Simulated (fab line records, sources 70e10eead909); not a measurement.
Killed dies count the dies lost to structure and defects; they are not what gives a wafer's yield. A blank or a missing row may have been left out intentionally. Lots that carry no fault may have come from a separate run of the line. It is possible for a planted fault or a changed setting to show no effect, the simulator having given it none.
fab line records / flow nandHarc
record: lots: 7 wafers: 19 lastDay: 30
route steps=1302 shown A_SLIT@942 A_SIN_REMOVE@947 A_WL_FILL@952
lots that met no fault: from a run of the same line without faults
startH: start of the lot's first displayed wafer, in hours after the record's first day / waitH: how many hours have passed since the lot's step before this one / " repeats the value in the row above / L1.1+2: several wafers, shown together as one row / - no value present, or no start provided / * or withheld: withheld / < > ~ a bound
route shown NAME@n: a module of which the file shows steps, and the number in the route of the first / usual: mean/standard deviation taken from wafers without a fault / same: alike in all rows / chamber/n: place in a boat / sites: each site's reading / _std_site: their standard deviation / _edge_site: mean of outer sites minus mean of inner sites / radiusMm: how far each site lies from the wafer's centre / mask NAME#n: copy n / behind: the most recent tool/chamber to have shaped the wafer / hold: cause of the lot's hold/its duration in hours/its outcome / device: which transistor (n, p or np) failed to switch / end of line: the route-end tests of the same wafers / where a step has no rows: the recipe by itself / killed: dies lost to structure and defects at the first sort, not the wafer's yield / map: dies across one wafer; x = killed, . = not, _ = none there
set.NAME: the setting as run; set.NAME@STEP: as run at that earlier step / model.NAME: the simulator's own value behind a step, which no gauge read
certain route steps with their lots: each step a table, each wafer a row
services: the hour from which a tool's chamber was out of use, counted from the record's first day as startH (under 0 if before that day), plus the number of hours and why
== steps ==
step: NHARC_A_SLIT_ETCH_29
recipe: targetDepthA: 1000 overetchA: 100 timeS: 55 ionEnergyEv: 100 cf4FlowSccm: 80 o2FlowSccm: 20 arFlowSccm: 0 rfW: 300 biasW: 100 chemistry: CF4/O2
usual: drypumpMotorCurrentA: 5.9/0.41 oesProductAu: 1.000/0.01 rfVppV: 197.8/1.5 showerheadPlenumPTorr: 1.33/0.058 throttleValvePct: 13.399/0.009
lot.wafer=L991.4 tool=rieDiel-08 chamber=2 startH=469.29 waitH=0.1 drypumpMotorCurrentA=5.8 oesProductAu=1.002 rfHoursCounterH=5.4 rfVppV=197.8 showerheadPlenumPTorr=1.28 throttleValvePct=13.403
lot.wafer=L991.3 tool=rieDiel-08 chamber=3 startH=469.29 waitH=0.1 drypumpMotorCurrentA=6.4 oesProductAu=1.003 rfHoursCounterH=4.4 rfVppV=196.2 showerheadPlenumPTorr=1.35 throttleValvePct=13.409
lot.wafer=L991.1 tool=rieDiel-08 chamber=0 startH=469.29 waitH=0.1 drypumpMotorCurrentA=5.7 oesProductAu=1.022 rfHoursCounterH=3.3 rfVppV=198.4 showerheadPlenumPTorr=1.37 throttleValvePct=13.397
lot.wafer=L993.1 tool=rieDiel-08 chamber=0 startH=491.75 waitH=0.1 drypumpMotorCurrentA=5.7 oesProductAu=1.016 rfHoursCounterH=5.3 rfVppV=198.8 showerheadPlenumPTorr=1.37 throttleValvePct=13.404
lot.wafer=L993.4 tool=rieDiel-08 chamber=2 startH=491.75 waitH=0.1 drypumpMotorCurrentA=5.8 oesProductAu=1.006 rfHoursCounterH=7.5 rfVppV=196.2 showerheadPlenumPTorr=1.28 throttleValvePct=13.403
lot.wafer=L993.3 tool=rieDiel-08 chamber=3 startH=491.75 waitH=0.1 drypumpMotorCurrentA=6.5 oesProductAu=0.989 rfHoursCounterH=6.4 rfVppV=198.0 showerheadPlenumPTorr=1.35 throttleValvePct=13.394
lot.wafer=L998.3 tool=rieDiel-01 chamber=1 startH=551.25 waitH=0.1 drypumpMotorCurrentA=5.4 oesProductAu=0.997 rfHoursCounterH=5.5 rfVppV=196.5 showerheadPlenumPTorr=1.25 throttleValvePct=13.406
lot.wafer=L998.6 tool=rieDiel-01 chamber=0 startH=551.25 waitH=0.1 drypumpMotorCurrentA=6.2 oesProductAu=0.998 rfHoursCounterH=- rfVppV=196.1 showerheadPlenumPTorr=1.29 throttleValvePct=13.397
lot.wafer=L102.4 tool=rieDiel-01 chamber=3 startH=568.00 waitH=0.1 drypumpMotorCurrentA=6.0 oesProductAu=1.001 rfHoursCounterH=0.0 rfVppV=198.8 showerheadPlenumPTorr=1.36 throttleValvePct=13.395
lot.wafer=L102.5 tool=rieDiel-01 chamber=0 startH=568.00 waitH=0.1 drypumpMotorCurrentA=6.2 oesProductAu=0.993 rfHoursCounterH=- rfVppV=197.3 showerheadPlenumPTorr=1.29 throttleValvePct=13.424
lot.wafer=L104.4 tool=rieDiel-10 chamber=3 startH=591.60 waitH=0.1 drypumpMotorCurrentA=5.4 oesProductAu=1.000 rfHoursCounterH=8.9 rfVppV=199.1 showerheadPlenumPTorr=1.43 throttleValvePct=13.394
lot.wafer=L104.6 tool=rieDiel-10 chamber=1 startH=591.60 waitH=0.1 drypumpMotorCurrentA=5.3 oesProductAu=1.006 rfHoursCounterH=- rfVppV=196.6 showerheadPlenumPTorr=1.31 throttleValvePct=13.396
lot.wafer=L104.5 tool=rieDiel-10 chamber=2 startH=591.60 waitH=0.1 drypumpMotorCurrentA=5.4 oesProductAu=0.998 rfHoursCounterH=- rfVppV=198.3 showerheadPlenumPTorr=1.42 throttleValvePct=13.406
lot.wafer=L103.3 tool=rieDiel-08 chamber=2 startH=595.06 waitH=0.1 drypumpMotorCurrentA=5.8 oesProductAu=1.002 rfHoursCounterH=2.8 rfVppV=197.8 showerheadPlenumPTorr=1.28 throttleValvePct=13.400
lot.wafer=L103.1 tool=rieDiel-08 chamber=3 startH=595.06 waitH=0.1 drypumpMotorCurrentA=6.5 oesProductAu=1.000 rfHoursCounterH=3.1 rfVppV=200.2 showerheadPlenumPTorr=1.35 throttleValvePct=13.413
lot.wafer=L103.4 tool=rieDiel-08 chamber=3 startH=595.06 waitH=0.1 drypumpMotorCurrentA=6.4 oesProductAu=0.993 rfHoursCounterH=- rfVppV=198.3 showerheadPlenumPTorr=1.35 throttleValvePct=13.389
lot.wafer=L105.4 tool=rieDiel-08 chamber=0 startH=614.04 waitH=0.1 drypumpMotorCurrentA=5.7 oesProductAu=0.993 rfHoursCounterH=3.3 rfVppV=198.0 showerheadPlenumPTorr=1.37 throttleValvePct=13.413
lot.wafer=L105.2 tool=rieDiel-08 chamber=3 startH=614.04 waitH=0.1 drypumpMotorCurrentA=6.5 oesProductAu=0.983 rfHoursCounterH=4.6 rfVppV=196.5 showerheadPlenumPTorr=1.35 throttleValvePct=13.399
lot.wafer=L105.6 tool=rieDiel-08 chamber=0 startH=614.04 waitH=0.1 drypumpMotorCurrentA=5.7 oesProductAu=0.996 rfHoursCounterH=- rfVppV=197.9 showerheadPlenumPTorr=1.37 throttleValvePct=13.399
step: NHARC_A_SLIT_STRIP_18
recipe: o2FlowSccm: 500 arFlowSccm: 0 biasW: 0 chemistry: O2
usual: drypumpMotorCurrentA: 5.9/0.42 oesProductAu: 0.999/0.011 rfVppV: 57.9/1 showerheadPlenumPTorr: 3.51/0.15 throttleValvePct: 17.037/0.0093
lot.wafer=L991.4 tool=rieDiel-08 chamber=1 startH=- waitH=- drypumpMotorCurrentA=6.5 oesProductAu=0.990 rfHoursCounterH=5.3 rfVppV=56.6 showerheadPlenumPTorr=3.37 throttleValvePct=17.042
lot.wafer=L991.1 tool=rieDiel-08 chamber=2 startH=- waitH=- drypumpMotorCurrentA=5.8 oesProductAu=1.000 rfHoursCounterH=5.4 rfVppV=58.5 showerheadPlenumPTorr=3.39 throttleValvePct=17.033
lot.wafer=L991.3 tool=rieDiel-08 chamber=3 startH=- waitH=- drypumpMotorCurrentA=6.4 oesProductAu=0.988 rfHoursCounterH=4.4 rfVppV=58.3 showerheadPlenumPTorr=3.57 throttleValvePct=17.046
lot.wafer=L993.1 tool=rieDiel-08 chamber=1 startH=- waitH=- drypumpMotorCurrentA=6.4 oesProductAu=1.010 rfHoursCounterH=7.4 rfVppV=57.9 showerheadPlenumPTorr=3.37 throttleValvePct=17.048
lot.wafer=L993.4 tool=rieDiel-08 chamber=3 startH=- waitH=- drypumpMotorCurrentA=6.5 oesProductAu=0.992 rfHoursCounterH=6.4 rfVppV=57.4 showerheadPlenumPTorr=3.57 throttleValvePct=17.042
lot.wafer=L993.3 tool=rieDiel-08 chamber=0 startH=- waitH=- drypumpMotorCurrentA=5.7 oesProductAu=1.022 rfHoursCounterH=5.4 rfVppV=56.9 showerheadPlenumPTorr=3.62 throttleValvePct=17.036
lot.wafer=L998.3 tool=rieDiel-01 chamber=0 startH=- waitH=- drypumpMotorCurrentA=6.2 oesProductAu=1.002 rfHoursCounterH=6.2 rfVppV=57.7 showerheadPlenumPTorr=3.42 throttleValvePct=17.026
lot.wafer=L998.6 tool=rieDiel-01 chamber=0 startH=- waitH=- drypumpMotorCurrentA=6.2 oesProductAu=1.005 rfHoursCounterH=- rfVppV=58.5 showerheadPlenumPTorr=3.43 throttleValvePct=17.047
lot.wafer=L102.4 tool=rieDiel-01 chamber=3 startH=- waitH=- drypumpMotorCurrentA=6.0 oesProductAu=1.002 rfHoursCounterH=0.0 rfVppV=58.8 showerheadPlenumPTorr=3.58 throttleValvePct=17.043
lot.wafer=L102.5 tool=rieDiel-01 chamber=1 startH=- waitH=- drypumpMotorCurrentA=5.4 oesProductAu=1.000 rfHoursCounterH=- rfVppV=58.3 showerheadPlenumPTorr=3.32 throttleValvePct=17.044
lot.wafer=L104.4 tool=rieDiel-10 chamber=2 startH=- waitH=- drypumpMotorCurrentA=5.4 oesProductAu=0.997 rfHoursCounterH=8.4 rfVppV=55.6 showerheadPlenumPTorr=3.73 throttleValvePct=17.044
lot.wafer=L104.6 tool=rieDiel-10 chamber=3 startH=- waitH=- drypumpMotorCurrentA=5.4 oesProductAu=0.998 rfHoursCounterH=- rfVppV=59.4 showerheadPlenumPTorr=3.76 throttleValvePct=17.053
lot.wafer=L104.5 tool=rieDiel-10 chamber=0 startH=- waitH=- drypumpMotorCurrentA=5.3 oesProductAu=0.998 rfHoursCounterH=- rfVppV=58.2 showerheadPlenumPTorr=3.39 throttleValvePct=17.033
lot.wafer=L103.1 tool=rieDiel-08 chamber=0 startH=- waitH=- drypumpMotorCurrentA=5.7 oesProductAu=0.988 rfHoursCounterH=3.1 rfVppV=56.4 showerheadPlenumPTorr=3.61 throttleValvePct=17.031
lot.wafer=L103.3 tool=rieDiel-08 chamber=2 startH=- waitH=- drypumpMotorCurrentA=5.8 oesProductAu=0.986 rfHoursCounterH=2.8 rfVppV=56.9 showerheadPlenumPTorr=3.38 throttleValvePct=17.021
lot.wafer=L103.4 tool=rieDiel-08 chamber=2 startH=- waitH=- drypumpMotorCurrentA=5.8 oesProductAu=0.991 rfHoursCounterH=- rfVppV=58.8 showerheadPlenumPTorr=3.38 throttleValvePct=17.027
lot.wafer=L105.2 tool=rieDiel-08 chamber=0 startH=- waitH=- drypumpMotorCurrentA=5.7 oesProductAu=0.997 rfHoursCounterH=3.4 rfVppV=59.2 showerheadPlenumPTorr=3.61 throttleValvePct=17.032
lot.wafer=L105.4 tool=rieDiel-08 chamber=1 startH=- waitH=- drypumpMotorCurrentA=6.5 oesProductAu=0.985 rfHoursCounterH=2.6 rfVppV=58.4 showerheadPlenumPTorr=3.37 throttleValvePct=17.050
lot.wafer=L105.6 tool=rieDiel-08 chamber=3 startH=- waitH=- drypumpMotorCurrentA=6.5 oesProductAu=0.979 rfHoursCounterH=- rfVppV=58.3 showerheadPlenumPTorr=3.57 throttleValvePct=17.042
step: NHARC_A_SLIT_PRECLEAN_19
recipe: timeS: * tempC: 50 bathAgeMin: 0 chemistry: SC1
step: NHARC_A_SLIT_SRD_20
step: NHARC_A_SLIT_CD_MEAS_21
usual: cdNm: 289.6/1
lot.wafer=L991.1 tool=cdSem-01 chamber=- startH=469.83 waitH=- cdNm=290.0
lot.wafer=L991.3 tool=cdSem-01 chamber=- startH=469.83 waitH=- cdNm=290.0
lot.wafer=L991.4 tool=cdSem-01 chamber=- startH=469.83 waitH=- cdNm=290.4
lot.wafer=L993.1 tool=cdSem-03 chamber=- startH=492.32 waitH=0.1 cdNm=291.1
lot.wafer=L993.3 tool=cdSem-03 chamber=- startH=492.32 waitH=0.1 cdNm=290.7
lot.wafer=L993.4 tool=cdSem-03 chamber=- startH=492.32 waitH=0.1 cdNm=290.8
lot.wafer=L998.3 tool=cdSem-02 chamber=- startH=551.82 waitH=0.1 cdNm=290.0
lot.wafer=L998.6 tool=cdSem-02 chamber=- startH=551.82 waitH=0.1 cdNm=290.0
lot.wafer=L102.4 tool=cdSem-02 chamber=- startH=568.52 waitH=- cdNm=290.6
lot.wafer=L102.5 tool=cdSem-02 chamber=- startH=568.52 waitH=- cdNm=289.8
lot.wafer=L104.4 tool=cdSem-02 chamber=- startH=592.13 waitH=- cdNm=290.0
lot.wafer=L104.5 tool=cdSem-02 chamber=- startH=592.13 waitH=- cdNm=290.1
lot.wafer=L104.6 tool=cdSem-02 chamber=- startH=592.13 waitH=- cdNm=289.6
lot.wafer=L103.1 tool=cdSem-01 chamber=- startH=595.65 waitH=- cdNm=289.1
lot.wafer=L103.3 tool=cdSem-01 chamber=- startH=595.65 waitH=- cdNm=289.3
lot.wafer=L103.4 tool=cdSem-01 chamber=- startH=595.65 waitH=- cdNm=289.4
lot.wafer=L105.2 tool=cdSem-01 chamber=- startH=614.57 waitH=- cdNm=291.5
lot.wafer=L105.4 tool=cdSem-01 chamber=- startH=614.57 waitH=- cdNm=290.8
lot.wafer=L105.6 tool=cdSem-01 chamber=- startH=614.57 waitH=- cdNm=290.9
step: NHARC_A_SIN_REMOVE_WET_00
recipe: tempC: 160 timeS: 15300 chemistry: H3PO4
step: NHARC_A_SIN_REMOVE_PRECLEAN_01
recipe: timeS: * tempC: 50 bathAgeMin: 0 chemistry: SC1
step: NHARC_A_SIN_REMOVE_SRD_02
step: NHARC_A_SIN_REMOVE_INSPECT_04
usual: rawDefectCount: 400/100
lot.wafer=L991.1 tool=defectInspect-01 chamber=- startH=476.48 waitH=0.0 rawDefectCount=318
lot.wafer=L991.3 tool=defectInspect-01 chamber=- startH=476.48 waitH=0.0 rawDefectCount=395
lot.wafer=L991.4 tool=defectInspect-01 chamber=- startH=476.48 waitH=0.0 rawDefectCount=371
lot.wafer=L993.1 tool=defectInspect-02 chamber=- startH=499.01 waitH=0.0 rawDefectCount=519
lot.wafer=L993.3 tool=defectInspect-02 chamber=- startH=499.01 waitH=0.0 rawDefectCount=350
lot.wafer=L993.4 tool=defectInspect-02 chamber=- startH=499.01 waitH=0.0 rawDefectCount=544
lot.wafer=L998.3 tool=defectInspect-02 chamber=- startH=558.41 waitH=0.0 rawDefectCount=453
lot.wafer=L998.6 tool=defectInspect-02 chamber=- startH=558.41 waitH=0.0 rawDefectCount=419
lot.wafer=L102.4 tool=defectInspect-01 chamber=- startH=575.18 waitH=0.0 rawDefectCount=347
lot.wafer=L102.5 tool=defectInspect-01 chamber=- startH=575.18 waitH=0.0 rawDefectCount=400
lot.wafer=L104.4 tool=defectInspect-01 chamber=- startH=598.79 waitH=0.0 rawDefectCount=399
lot.wafer=L104.5 tool=defectInspect-01 chamber=- startH=598.79 waitH=0.0 rawDefectCount=350
lot.wafer=L104.6 tool=defectInspect-01 chamber=- startH=598.79 waitH=0.0 rawDefectCount=419
lot.wafer=L103.1 tool=defectInspect-02 chamber=- startH=602.21 waitH=0.0 rawDefectCount=621
lot.wafer=L103.3 tool=defectInspect-02 chamber=- startH=602.21 waitH=0.0 rawDefectCount=607
lot.wafer=L103.4 tool=defectInspect-02 chamber=- startH=602.21 waitH=0.0 rawDefectCount=484
lot.wafer=L105.2 tool=defectInspect-02 chamber=- startH=621.20 waitH=0.0 rawDefectCount=366
lot.wafer=L105.4 tool=defectInspect-02 chamber=- startH=621.20 waitH=0.0 rawDefectCount=375
lot.wafer=L105.6 tool=defectInspect-02 chamber=- startH=621.20 waitH=0.0 rawDefectCount=429
step: NHARC_A_WL_FILL_ALD_00
recipe: targetThkA: 30 pulseTimeS: 3 aldCycles: 30 tempC: 300 material: Al2O3
usual: aldCycles: 30/0 heaterPowerW: 475/30 precursorPulseHeightRel: 1.001/0.02
lot.wafer=L991.1 tool=aldHk-03 chamber=3 startH=476.62 waitH=0.1 aldCycles=30 heaterPowerW=418 precursorPulseHeightRel=1.036
lot.wafer=L991.3 tool=aldHk-03 chamber=0 startH=476.62 waitH=0.1 aldCycles=30 heaterPowerW=478 precursorPulseHeightRel=1.039
lot.wafer=L991.4 tool=aldHk-03 chamber=1 startH=476.62 waitH=0.1 aldCycles=30 heaterPowerW=509 precursorPulseHeightRel=0.996
lot.wafer=L993.1 tool=aldHk-01 chamber=1 startH=499.07 waitH=0.1 aldCycles=30 heaterPowerW=502 precursorPulseHeightRel=0.971
lot.wafer=L993.3 tool=aldHk-01 chamber=3 startH=499.07 waitH=0.1 aldCycles=30 heaterPowerW=506 precursorPulseHeightRel=0.995
lot.wafer=L993.4 tool=aldHk-01 chamber=0 startH=499.07 waitH=0.1 aldCycles=30 heaterPowerW=466 precursorPulseHeightRel=1.016
lot.wafer=L998.3 tool=aldHk-03 chamber=1 startH=558.55 waitH=0.1 aldCycles=30 heaterPowerW=514 precursorPulseHeightRel=0.994
lot.wafer=L998.6 tool=aldHk-03 chamber=2 startH=558.55 waitH=0.1 aldCycles=30 heaterPowerW=486 precursorPulseHeightRel=1.000
lot.wafer=L102.4 tool=aldHk-01 chamber=1 startH=575.24 waitH=0.1 aldCycles=30 heaterPowerW=502 precursorPulseHeightRel=1.030
lot.wafer=L102.5 tool=aldHk-01 chamber=1 startH=575.24 waitH=0.1 aldCycles=30 heaterPowerW=517 precursorPulseHeightRel=1.002
lot.wafer=L104.4 tool=aldHk-03 chamber=1 startH=598.94 waitH=0.1 aldCycles=30 heaterPowerW=482 precursorPulseHeightRel=0.976
lot.wafer=L104.6 tool=aldHk-03 chamber=2 startH=598.94 waitH=0.1 aldCycles=30 heaterPowerW=454 precursorPulseHeightRel=0.983
lot.wafer=L104.5 tool=aldHk-03 chamber=3 startH=598.94 waitH=0.1 aldCycles=30 heaterPowerW=438 precursorPulseHeightRel=1.014
lot.wafer=L103.3 tool=aldHk-03 chamber=0 startH=602.28 waitH=0.1 aldCycles=30 heaterPowerW=472 precursorPulseHeightRel=0.964
lot.wafer=L103.1 tool=aldHk-03 chamber=1 startH=602.28 waitH=0.1 aldCycles=30 heaterPowerW=485 precursorPulseHeightRel=1.000
lot.wafer=L103.4 tool=aldHk-03 chamber=3 startH=602.28 waitH=0.1 aldCycles=30 heaterPowerW=433 precursorPulseHeightRel=1.000
lot.wafer=L105.4 tool=aldHk-03 chamber=3 startH=621.29 waitH=0.1 aldCycles=30 heaterPowerW=435 precursorPulseHeightRel=1.041
lot.wafer=L105.2 tool=aldHk-03 chamber=1 startH=621.29 waitH=0.1 aldCycles=30 heaterPowerW=490 precursorPulseHeightRel=1.005
lot.wafer=L105.6 tool=aldHk-03 chamber=2 startH=621.29 waitH=0.1 aldCycles=30 heaterPowerW=471 precursorPulseHeightRel=1.005
step: NHARC_A_WL_FILL_RTA_01
recipe: tempC: 1000 timeS: 5
usual: lampPowerPct: 30.2/0.7 wafer_temp_C_max: 1003.3/0.9
lot.wafer=L991.1 tool=rtpAnneal-01 chamber=0 startH=476.86 waitH=- lampPowerPct=30.9 wafer_temp_C_max=1003.4
lot.wafer=L991.3 tool=rtpAnneal-01 chamber=0 startH=476.86 waitH=- lampPowerPct=30.9 wafer_temp_C_max=1002.7
lot.wafer=L991.4 tool=rtpAnneal-01 chamber=0 startH=476.86 waitH=- lampPowerPct=31.0 wafer_temp_C_max=1004.3
lot.wafer=L993.1 tool=rtpAnneal-01 chamber=0 startH=499.34 waitH=- lampPowerPct=31.0 wafer_temp_C_max=1002.9
lot.wafer=L993.3 tool=rtpAnneal-01 chamber=0 startH=499.34 waitH=- lampPowerPct=31.0 wafer_temp_C_max=1003.9
lot.wafer=L993.4 tool=rtpAnneal-01 chamber=0 startH=499.34 waitH=- lampPowerPct=30.9 wafer_temp_C_max=1003.8
lot.wafer=L998.3 tool=rtpAnneal-02 chamber=0 startH=558.80 waitH=- lampPowerPct=29.6 wafer_temp_C_max=1002.3
lot.wafer=L998.6 tool=rtpAnneal-02 chamber=0 startH=558.80 waitH=- lampPowerPct=29.5 wafer_temp_C_max=1002.6
lot.wafer=L102.4 tool=rtpAnneal-02 chamber=0 startH=575.59 waitH=- lampPowerPct=29.5 wafer_temp_C_max=1002.6
lot.wafer=L102.5 tool=rtpAnneal-02 chamber=0 startH=575.59 waitH=- lampPowerPct=29.5 wafer_temp_C_max=1003.4
lot.wafer=L104.4 tool=rtpAnneal-01 chamber=0 startH=599.26 waitH=- lampPowerPct=31.0 wafer_temp_C_max=1003.0
lot.wafer=L104.5 tool=rtpAnneal-01 chamber=0 startH=599.26 waitH=- lampPowerPct=31.0 wafer_temp_C_max=1004.6
lot.wafer=L104.6 tool=rtpAnneal-01 chamber=0 startH=599.26 waitH=- lampPowerPct=31.0 wafer_temp_C_max=1003.6
lot.wafer=L103.1 tool=rtpAnneal-02 chamber=0 startH=602.54 waitH=- lampPowerPct=29.6 wafer_temp_C_max=1003.0
lot.wafer=L103.3 tool=rtpAnneal-02 chamber=0 startH=602.54 waitH=- lampPowerPct=29.5 wafer_temp_C_max=1003.1
lot.wafer=L103.4 tool=rtpAnneal-02 chamber=0 startH=602.54 waitH=- lampPowerPct=29.6 wafer_temp_C_max=1002.8
lot.wafer=L105.2 tool=rtpAnneal-02 chamber=0 startH=621.71 waitH=- lampPowerPct=29.5 wafer_temp_C_max=1003.3
lot.wafer=L105.4 tool=rtpAnneal-02 chamber=0 startH=621.71 waitH=- lampPowerPct=29.6 wafer_temp_C_max=1002.5
lot.wafer=L105.6 tool=rtpAnneal-02 chamber=0 startH=621.71 waitH=- lampPowerPct=29.5 wafer_temp_C_max=1004.5
step: NHARC_A_WL_FILL_ALD_02
recipe: targetThkA: 20 pulseTimeS: 3 aldCycles: 100 tempC: 450 material: TiN
usual: aldCycles: 100/0 heaterPowerW: 1096/110 precursorPulseHeightRel: 0.999/0.021
lot.wafer=L991.4 tool=aldMetal-01 chamber=3 startH=477.07 waitH=0.1 aldCycles=100 heaterPowerW=1260 precursorPulseHeightRel=1.045
lot.wafer=L991.3 tool=aldMetal-01 chamber=0 startH=477.07 waitH=0.1 aldCycles=100 heaterPowerW=1086 precursorPulseHeightRel=0.989
lot.wafer=L991.1 tool=aldMetal-01 chamber=1 startH=477.07 waitH=0.1 aldCycles=100 heaterPowerW=1185 precursorPulseHeightRel=0.999
lot.wafer=L993.1 tool=aldMetal-02 chamber=1 startH=499.55 waitH=0.2 aldCycles=100 heaterPowerW=1161 precursorPulseHeightRel=1.012
lot.wafer=L993.3 tool=aldMetal-02 chamber=2 startH=499.55 waitH=0.2 aldCycles=100 heaterPowerW=1158 precursorPulseHeightRel=1.005
lot.wafer=L993.4 tool=aldMetal-02 chamber=0 startH=499.55 waitH=0.2 aldCycles=100 heaterPowerW=1030 precursorPulseHeightRel=0.988
lot.wafer=L998.3 tool=aldMetal-01 chamber=3 startH=559.04 waitH=0.2 aldCycles=100 heaterPowerW=1298 precursorPulseHeightRel=0.964
lot.wafer=L998.6 tool=aldMetal-01 chamber=2 startH=559.04 waitH=0.2 aldCycles=80 heaterPowerW=886 precursorPulseHeightRel=1.022
lot.wafer=L102.4 tool=aldMetal-01 chamber=3 startH=575.80 waitH=0.2 aldCycles=80 heaterPowerW=1314 precursorPulseHeightRel=0.977
lot.wafer=L102.5 tool=aldMetal-01 chamber=2 startH=575.80 waitH=0.2 aldCycles=100 heaterPowerW=870 precursorPulseHeightRel=0.979
lot.wafer=L104.4 tool=aldMetal-02 chamber=2 startH=599.39 waitH=0.1 aldCycles=100 heaterPowerW=1161 precursorPulseHeightRel=0.983
lot.wafer=L104.5 tool=aldMetal-02 chamber=2 startH=599.39 waitH=0.1 aldCycles=100 heaterPowerW=1153 precursorPulseHeightRel=0.979
lot.wafer=L104.6 tool=aldMetal-02 chamber=3 startH=599.39 waitH=0.1 aldCycles=100 heaterPowerW=1010 precursorPulseHeightRel=0.985
lot.wafer=L103.1 tool=aldMetal-01 chamber=1 startH=602.79 waitH=0.2 aldCycles=100 heaterPowerW=1193 precursorPulseHeightRel=1.008
lot.wafer=L103.4 tool=aldMetal-01 chamber=2 startH=602.79 waitH=0.2 aldCycles=80 heaterPowerW=912 precursorPulseHeightRel=1.033
lot.wafer=L103.3 tool=aldMetal-01 chamber=3 startH=602.79 waitH=0.2 aldCycles=100 heaterPowerW=1262 precursorPulseHeightRel=1.031
lot.wafer=L105.2 tool=aldMetal-02 chamber=0 startH=621.97 waitH=0.2 aldCycles=100 heaterPowerW=947 precursorPulseHeightRel=1.017
lot.wafer=L105.4 tool=aldMetal-02 chamber=1 startH=621.97 waitH=0.2 aldCycles=100 heaterPowerW=1159 precursorPulseHeightRel=0.992
lot.wafer=L105.6 tool=aldMetal-02 chamber=3 startH=621.97 waitH=0.2 aldCycles=100 heaterPowerW=1030 precursorPulseHeightRel=1.012
== services ==
tool=rieDiel-08 chamber=0 startH=450.30 hours=- kind=clean
tool=rieDiel-08 chamber=1 startH=450.30 hours=- kind=clean
tool=rieDiel-08 chamber=2 startH=450.30 hours=- kind=clean
tool=rieDiel-08 chamber=3 startH=450.30 hours=- kind=clean
tool=rieDiel-10 chamber=0 startH=463.79 hours=4.1 kind=repair
tool=aldHk-01 chamber=- startH=474.00 hours=10.0 kind=pm
tool=rieDiel-08 chamber=0 startH=474.80 hours=- kind=clean
tool=rieDiel-01 chamber=- startH=477.96 hours=2.3 kind=repair
tool=aldMetal-01 chamber=- startH=495.12 hours=1.1 kind=repair
tool=rieDiel-10 chamber=3 startH=521.00 hours=3.3 kind=repair
tool=aldMetal-01 chamber=- startH=526.00 hours=10.0 kind=pm
tool=rieDiel-01 chamber=2 startH=535.14 hours=4.2 kind=repair
tool=rieDiel-10 chamber=1 startH=540.00 hours=4.2 kind=repair
tool=aldMetal-02 chamber=1 startH=543.84 hours=4.9 kind=repair
tool=rieDiel-08 chamber=- startH=544.80 hours=9.0 kind=pm
tool=rieDiel-01 chamber=- startH=558.01 hours=9.0 kind=pm
tool=rieDiel-08 chamber=2 startH=577.37 hours=2.5 kind=repair
tool=rieDiel-08 chamber=1 startH=583.52 hours=12.2 kind=repair
tool=aldMetal-02 chamber=0 startH=591.28 hours=3.9 kind=repair
tool=rieDiel-10 chamber=- startH=596.97 hours=9.0 kind=pm
tool=rieDiel-08 chamber=2 startH=597.68 hours=3.9 kind=repair
tool=aldMetal-02 chamber=- startH=600.19 hours=0.8 kind=repair
tool=rieDiel-08 chamber=0 startH=601.65 hours=9.0 kind=repair
tool=aldMetal-02 chamber=- startH=610.00 hours=10.0 kind=pm
== key ==
firstSign: step: NHARC_A_WL_FILL_ALD_02 reading: aldCycles direction: down sigmas: 99+ usual: 100 struck: 80
effect none on later readings
metAt NHARC_A_WL_FILL_ALD_02
struckWafers L998.6,L102.4,L103.4
sortLeftOut L102.4
testerLeftOut L998,L102,L103
onsetBetween 477.07 559.04
fault: kind: processParameterDrift tool: aldMetal-01 chamber: - onsetH: 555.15 steps: NHARC_A_WL_FILL_ALD_02 channel: aldCycles offset: -20 shape: step endH: 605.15 scope: struckWafersOnly actsIn: theseRecipesOnly stated: 100
testerLeftOut: of these lots the tester's yield and bins aren't shown, on N5 and GAA mostly nor the transistor test; their killed dies are dies lost to structure and defects alone, not to doping, threshold or leakage, so they don't give the yield
sortLeftOut: the simulated sort isn't trusted on such a fault, so these wafers' sort isn't shown, and their yield isn't known
